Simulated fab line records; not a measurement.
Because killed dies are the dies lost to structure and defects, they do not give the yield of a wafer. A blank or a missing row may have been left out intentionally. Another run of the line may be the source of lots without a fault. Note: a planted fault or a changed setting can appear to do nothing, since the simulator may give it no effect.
Chamber matching | flow nand harc | rie diel-03 running NHARC_A_CONTACT_DESCUM_47: 4 sister chambers
The step chemistry O2, time 3 s. 4 wafers are shown with their chamber, then 12 later ones without.

WAFERS, EACH WITH ITS CHAMBER
wafer  | chamber | showerhead plenum p Torr (Torr)
L085.1 | 2       | 1.98
L085.3 | 3       | 1.97
L085.5 | 1       | 2.04
L085.6 | 0       | 1.79

WAFERS WITH NO CHAMBER GIVEN
wafer  | showerhead plenum p Torr (Torr)
L093.1 | 1.98
L093.2 | 2.04
L093.3 | 1.97
L091.2 | 1.79
L091.4 | 1.98
L091.6 | 1.97
L092.2 | 1.97
L092.3 | 1.79
L092.6 | 1.79
L097.1 | 1.97
L097.2 | 2.03
L097.6 | 1.98

CHAMBER TAKEN BY EACH
wafer  | from the rows above | in truth
L093.1 | 2                   | 2
L093.2 | 1                   | 1
L093.3 | 3                   | 3
L091.2 | 0                   | 0
L091.4 | 2                   | 2
L091.6 | 3                   | 3
L092.2 | 3                   | 3
L092.3 | 0                   | 0
L092.6 | 0                   | 0
L097.1 | 3                   | 3
L097.2 | 1                   | 1
L097.6 | 2                   | 2
Placed correctly: 12 of 12. From these rows, 0 cannot be placed. Wrongly placed: 0.
How it was worked out, from the rows above alone: a wafer's distance from a chamber is the root of the sum, over the readings, of the square of ((its reading less the chamber's mean) divided by the reading's scatter). If the next closest chamber is less than 2 further off than the closest, the wafer can't be placed; otherwise it belongs to the closest. Each chamber's mean is taken over the wafers shown for it. The scatter: with one shown wafer a chamber, the root of the mean of the squares of how far each hidden wafer lies from its nearest shown one.
